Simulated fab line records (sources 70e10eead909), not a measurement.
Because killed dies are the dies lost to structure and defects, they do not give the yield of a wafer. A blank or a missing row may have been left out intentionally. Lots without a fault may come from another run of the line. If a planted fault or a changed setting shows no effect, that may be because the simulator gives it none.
What tool caused it?	flow nand harc	12 lots with 36 wafers sampled at 5 steps, on a route of 1159 steps

## WHAT EACH GAUGE READ, for each wafer
NHARC_P_STI_OCD_MEAS_43. Usual: trench depth nm 301 nm, standard deviation 5.7; trench foot cd nm 158.2 nm, standard deviation 2.8.
lot	measured	on	trench depth nm (nm)	trench foot cd nm (nm)	flag
L376	day 2 13:53	ocd-02	304 305 303	157.2 156.7 161.1	
L377	day 2 18:42	ocd-02	306 295 306	156.7 162.4 154.2	
L379	day 3 02:49	ocd-01	305 300 301	157.9 161.3 156.9	
L384	day 4 11:34	ocd-02	305 290 298	156.7 159.9 160.7	
L383	day 4 11:44	ocd-01	306 303 299	156.7 157.6 156.5	
L385	day 4 19:14	ocd-01	305 308 300	154.0 151.9 159.3	
L386	day 5 01:43	ocd-01	289 295 289	159.9 156.6 161.3	
L388	day 5 13:49	ocd-02	303 302 308	161.7 162.0 160.4	
L389	day 5 19:50	ocd-01	288 287 303	160.7 161.7 161.7	
L391	day 6 07:23	ocd-01	294 299 293	154.9 155.8 155.6	
L397	day 7 18:09	ocd-02	302 303 302	160.2 159.1 163.2	
L399	day 8 09:45	ocd-01	301 299 307	153.7 159.4 156.2	

NHARC_END_SORT_01. Usual: killed at array 27, standard deviation 11; killed at other 0.6, standard deviation 1; killed at periphery 3.0, standard deviation 2.1; killed dies 31, standard deviation 12; killed open 3.2, standard deviation 1.7; killed short 1.7, standard deviation 1.4.
lot	measured	on	killed at array	killed at other	killed at periphery	killed dies	killed open	killed short	flag
L389	day 22 10:44	prober-02	12	0	4	16	4	0	

## WHAT TOOL EACH LOT RAN ON (gives the tool, then ch and the chambers of the sampled wafers, and finally the start)
lot	NHARC_P_STI_ETCH_42	NHARC_P_GATE_DESCUM_31	NHARC_P_M0_DESCUM_14
L376	rie diel-04 ch 1,3, day 2 12:55	rie diel-12 ch 1,2,3, day 4 18:19	rie diel-13 ch 2,3, day 5 18:52
L377	rie diel-08 ch 1,2,3, day 2 17:44	rie diel-01 ch 2,3, day 4 22:44	rie diel-09 ch 0,1, day 6 06:25
L379	rie diel-08 ch 0,1, day 3 01:52	rie diel-12 ch 1,2, day 5 04:28	rie diel-07 ch 0,1,2, day 6 14:35
L384	rie diel-08 ch 1,2,3, day 4 10:34	rie diel-02 ch 1,2, day 6 15:21	rie diel-07 ch 0,2,3, day 7 22:25
L383	rie diel-03 ch 1,2,3, day 4 10:46	rie diel-12 ch 1,2, day 6 15:31	rie diel-07 ch 0,2,3, day 7 18:43
L385	rie diel-03 ch 0,2,3, day 4 18:16	rie diel-02 ch 1,2,3, day 6 22:03	rie diel-13 ch 1,2,3, day 8 02:55
L386	rie diel-03 ch 0,1, day 5 00:44	rie diel-12 ch 0,1,2, day 6 22:46	rie diel-07 ch 0,1,2, day 8 03:19
L388	rie diel-03 ch 1,3, day 5 12:53	rie diel-02 ch 0,1,3, day 7 19:52	rie diel-07 ch 0,2, day 9 01:16
L389	rie diel-03 ch 1,3, day 5 18:50	rie diel-01 ch 0,2,3, day 7 20:18	rie diel-09 ch 1,2,3, day 8 23:35
L391	rie diel-04 ch 0,3, day 6 06:24	rie diel-12 ch 0,1, day 8 10:17	rie diel-09 ch 0,1,2, day 9 11:25
L397	rie diel-08 ch 0,2, day 7 17:10	rie diel-02 ch 1,3, day 9 21:28	rie diel-13 ch 0,2, day 10 21:30
L399	rie diel-04 ch 1,2, day 8 08:47	rie diel-01 ch 0,1, day 10 08:28	rie diel-09 ch 2,3, day 11 12:26
- NHARC_P_STI_ETCH_42: etches the open film in N2/H2, target depth 80 nm, overetch 24 nm, time 61 s.
- NHARC_P_GATE_DESCUM_31: chemistry O2, time 3 s.
- NHARC_P_M0_DESCUM_14: chemistry O2, time 3 s.

## WHAT THE TOOLS THEMSELVES READ (means of the sampled wafers that have a number; where no wafer has one, the mark that the record gives instead)
NHARC_P_STI_ETCH_42. Usual: drypump motor current A 5.7 A, standard deviation 0.38; oes product au 1.001 a.u., standard deviation 0.0088; rf vpp V 430.6 V, standard deviation 2.8; run length s 82.1 s, standard deviation 0.44; showerhead plenum p Torr 2.05 Torr, standard deviation 0.094; throttle valve pct 14.172 %, standard deviation 0.0092.
lot	tool	drypump motor current A (A)	oes product au (a.u.)	rf vpp V (V)	run length s (s)	showerhead plenum p Torr (Torr)	throttle valve pct (%)	flag
L376	rie diel-04	5.6	1.002	429.3	82.4	2.00	14.165	
L377	rie diel-08	5.5	1.005	431.3	81.8	2.07	14.181	
L379	rie diel-08	5.6	1.005	434.4	81.7	2.19	14.169	
L384	rie diel-08	5.4	1.000	431.7	82.0	2.07	14.163	
L383	rie diel-03	5.6	1.014	430.1	82.1	2.03	14.173	
L385	rie diel-03	5.6	1.008	431.5	82.4	2.06	14.168	
L386	rie diel-03	5.6	0.996	430.9	76.7	2.05	14.171	OFF
L388	rie diel-03	5.8	1.002	430.9	76.8	2.07	14.169	OFF
L389	rie diel-03	5.8	0.998	430.3	76.7	2.07	14.171	OFF
L391	rie diel-04	5.7	1.008	429.2	82.2	2.01	14.164	
L397	rie diel-08	5.5	1.003	432.6	82.0	2.12	14.171	
L399	rie diel-04	6.0	1.005	426.4	82.2	1.93	14.170	

NHARC_P_GATE_DESCUM_31. Usual: drypump motor current A 5.8 A, standard deviation 0.52; oes product au 1.000 a.u., standard deviation 0.0097; rf vpp V 57.8 V, standard deviation 0.81; showerhead plenum p Torr 1.90 Torr, standard deviation 0.061; throttle valve pct 11.311 %, standard deviation 0.0088.
lot	tool	drypump motor current A (A)	oes product au (a.u.)	rf vpp V (V)	showerhead plenum p Torr (Torr)	throttle valve pct (%)	flag
L376	rie diel-12	5.6	1.005	58.1	1.90	11.315	
L377	rie diel-01	5.8	0.998	57.2	1.87	11.317	
L379	rie diel-12	5.4	0.999	57.5	1.93	11.315	
L384	rie diel-02	6.3	1.003	57.8	1.85	11.315	
L383	rie diel-12	5.5	1.003	57.6	1.88	11.313	
L385	rie diel-02	6.0	1.011	57.6	1.89	11.306	
L386	rie diel-12	5.9	1.011	58.2	1.90	11.307	
L388	rie diel-02	6.5	0.997	58.5	1.93	11.317	
L389	rie diel-01	5.7	1.000	57.4	1.88	11.312	
L391	rie diel-12	6.3	1.002	57.9	1.92	11.307	
L397	rie diel-02	6.3	0.990	58.0	1.96	11.313	
L399	rie diel-01	5.5	1.004	57.9	1.97	11.306	

NHARC_P_M0_DESCUM_14. Usual: drypump motor current A 5.7 A, standard deviation 0.39; oes product au 1.002 a.u., standard deviation 0.011; rf vpp V 57.6 V, standard deviation 0.87; showerhead plenum p Torr 1.86 Torr, standard deviation 0.069; throttle valve pct 11.312 %, standard deviation 0.0094.
lot	tool	drypump motor current A (A)	oes product au (a.u.)	rf vpp V (V)	showerhead plenum p Torr (Torr)	throttle valve pct (%)	flag
L376	rie diel-13	5.5	1.004	57.8	1.88	11.314	
L377	rie diel-09	6.4	1.002	57.0	1.82	11.311	
L379	rie diel-07	5.5	1.008	57.2	1.84	11.307	
L384	rie diel-07	5.5	1.012	56.7	1.83	11.310	
L383	rie diel-07	5.5	1.009	57.0	1.84	11.306	
L385	rie diel-13	5.6	1.003	58.6	1.92	11.311	
L386	rie diel-07	5.5	1.016	56.7	1.84	11.316	
L388	rie diel-07	5.4	1.026	57.8	1.82	11.313	
L389	rie diel-09	6.0	0.984	57.2	1.86	11.310	
L391	rie diel-09	6.1	1.003	57.1	1.86	11.307	
L397	rie diel-13	5.5	1.004	57.5	1.80	11.312	
L399	rie diel-09	5.8	0.990	58.1	1.89	11.312	

## THE ANSWER, worked out from the rows above alone
Rule: take the mean of a lot's wafers that have a number; if it is more than 3 standard deviations from the usual mean, the lot is off. A lot without any number at a reading at which 4 lots or more have one is off too. All remaining lots with rows at the step are treated as sound. The gauges are gone through in route order, then the tools' own readings, and for those a lot's mean is taken as printed above. The first step at which some lot is off is used, and at that step the reading that is off furthest; a lot without a number counts as furthest.
Off: L386, L388, L389 (NHARC_P_STI_ETCH_42, run length s).
If a tool, at that step or one of the process steps before it, ran each lot that is off and ran no sound lot following the first of them, it fits. One fits: NHARC_P_STI_ETCH_42 on rie diel-03. A fault onset in the window from L385 (day 4 18:16, its last sound lot) to L386 (day 5 00:44, its first lot off) fits.
The tool's own readings at NHARC_P_STI_ETCH_42 bear it out: on the lots that are off they differ by more than 5 times the standard deviation of the sound lots' means. run length s reads 76.7 s there against 82.1 s on the sound lots.

## WHAT THE SIMULATOR PUT IN
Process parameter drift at NHARC_P_STI_ETCH_42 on rie diel-03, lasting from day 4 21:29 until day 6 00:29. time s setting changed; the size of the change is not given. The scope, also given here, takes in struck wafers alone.
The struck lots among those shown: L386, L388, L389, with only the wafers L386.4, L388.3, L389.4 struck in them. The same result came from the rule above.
